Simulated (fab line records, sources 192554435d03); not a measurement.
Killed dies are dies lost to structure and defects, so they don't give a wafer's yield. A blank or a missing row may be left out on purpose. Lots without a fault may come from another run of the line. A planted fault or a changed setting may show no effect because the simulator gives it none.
A struck lot beside a sound one | flow n5_finfet | 21 steps out of a route of 1938
Sound: wafers L453.1, L453.4, L453.5. Struck: wafers L452.1, L452.5, L452.6. The cause comes at the end.
At each step with rows: each side's tool, then ch and its chambers, then its first start. Under that, the readings that differ: sound wafers | struck wafers | difference of the means | sigmas: that difference in standard deviations of wafers without a fault.
alike: readings whose means differ by less than 2 such deviations, and words and numbers that are the same on both sides. not compared: withheld readings, readings that some wafer has no value for, bounds like >300 that may hide the same value, and numbers for which the record gives no deviation and whose values overlap.
The two part at a step that has a row with sigmas, a row that says differs or no value, or rows on one side only. Numbers that don't overlap but have no deviation are shown without sigmas and don't part them. A reading that every wafer of one side lacks parts them only if that side has two wafers or more.

first, 8 steps without rows for these wafers: N5_BEOL_M12_DESCUM_15 (chemistry O2, time 7.9 s); N5_BEOL_M12_ETCH_59 (etches BARC in N2/H2, target depth 89 nm, overetch 26.7 nm, time 67.9 s); N5_BEOL_M12_VIA_ETCH_16 (etches SiOC in C4F8/O2/Ar, target depth 724.8 nm); N5_BEOL_M12_STRIP_63 (strips in N2/H2); N5_BEOL_M12_STRIP_64 (strips in N2/H2); N5_BEOL_M12_STRIP_71 (strips in post etch residue remover, time 60 s); N5_BEOL_M12_SRD_72 (time 30 s, dry time 30 s); N5_BEOL_M12_COAT_65 (time 60 s, resist thk 300 nm).
N5_BEOL_M12_COAT_66: time 60 s, resist thk 110 nm.
  sound on litho_track-02 ch 0, day 12 18:14; struck on litho_track-03 ch 0, day 12 08:32
  reading                                     | sound                | struck               | difference | sigmas
  spin_speed_rpm (rpm)                        | 1500.0 1500.1 1500.7 | 1647.0 1645.4 1649.3 | +147.0     | +99 or more
  model.SiARC_of_BEOL_M12_COAT_66.thk_nm (nm) | 109.2 109.8 109.8    | 105 104.6 104.6      | -5         |
  alike: resist_line_temp_C
then, 8 steps without rows for these wafers: N5_BEOL_M12_COAT_22 (resist thk 300 nm); N5_BEOL_M12_EBR_24; N5_BEOL_M12_SOFTBAKE_23 (time 60 s); N5_BEOL_M12_EXPOSE_25 (exposes mask M12); N5_BEOL_M12_PEB_26 (peb time 90 s); N5_BEOL_M12_DEVELOP_27 (develop time 45 s); N5_BEOL_M12_HARDBAKE_32 (time 120 s); N5_BEOL_M12_DESCUM_33 (chemistry O2, time 7.9 s).
N5_BEOL_M12_ETCH_67: etches SiARC in CF4, target depth 143 nm, time 238.3 s.
  sound on rie_diel-02 ch 0,3, day 12 18:48; struck on rie_diel-03 ch 0,2,3, day 12 09:05
  reading                                    | sound             | struck            | difference | sigmas
  model.etch.depth_nm (nm)                   | 109.3 109.7 109.7 | 104.9 104.6 104.6 | -4.9       |
  model.coat_of_BEOL_M12_COAT_22.thk_nm (nm) | 211.6 212 211.4   | 214.6 216 214.2   | +3.3       |
  alike: drypump_motor_current_A, etch_rf_on_time_s, oes_product_au, rf_vpp_V, showerhead_plenum_p_Torr, throttle_valve_pct
  not compared: rf_hours_counter_h
N5_BEOL_M12_ETCH_68: etches SOC in N2/H2, time 285 s.
  sound on rie_diel-02 ch 0,3, day 12 18:57; struck on rie_diel-03 ch 0,2,3, day 12 09:13
  reading                                     | sound          | struck         | difference | sigmas
  throttle_valve_pct (%)                      | 18.4 17.9 18.4 | 17.5 17.3 17.8 | -0.7       | -2
  model.SiARC_of_BEOL_M12_COAT_66.thk_nm (nm) | 86.6 85.2 86.8 | 80.6 80.4 80.4 | -5.7       |
  alike: drypump_motor_current_A, h2_flow_sccm, n2_flow_sccm, oes_product_au, rf_vpp_V, showerhead_plenum_p_Torr
  not compared: rf_hours_counter_h
then, 1 step without rows for these wafers: N5_BEOL_M12_STRIP_69 (strips in N2/H2).
N5_PASSIVATION_PROBE_49:
  sound on prober-01, day 14 02:07; struck on prober-01, day 13 18:00
  reading         | sound | struck | difference | sigmas
  killed_at_M4_up | 21    | 11 12  | -10        | -2
  alike: defect_limited_yield, killed_at_M0_to_M3, killed_at_contacts, killed_at_front_end, killed_at_other, killed_dies, killed_open, killed_short, sort_bin_5_function, sort_bin_6_memory, sort_bin_8_speed, sort_n_pass, sort_yield_pct

WHERE THEY PART
First at N5_BEOL_M12_COAT_66; last, within this record, at N5_PASSIVATION_PROBE_49.

WHY: what the simulator had put in
Process parameter drift: litho_track-03, from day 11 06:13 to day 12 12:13, at N5_BEOL_M12_COAT_66. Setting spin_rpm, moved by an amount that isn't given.
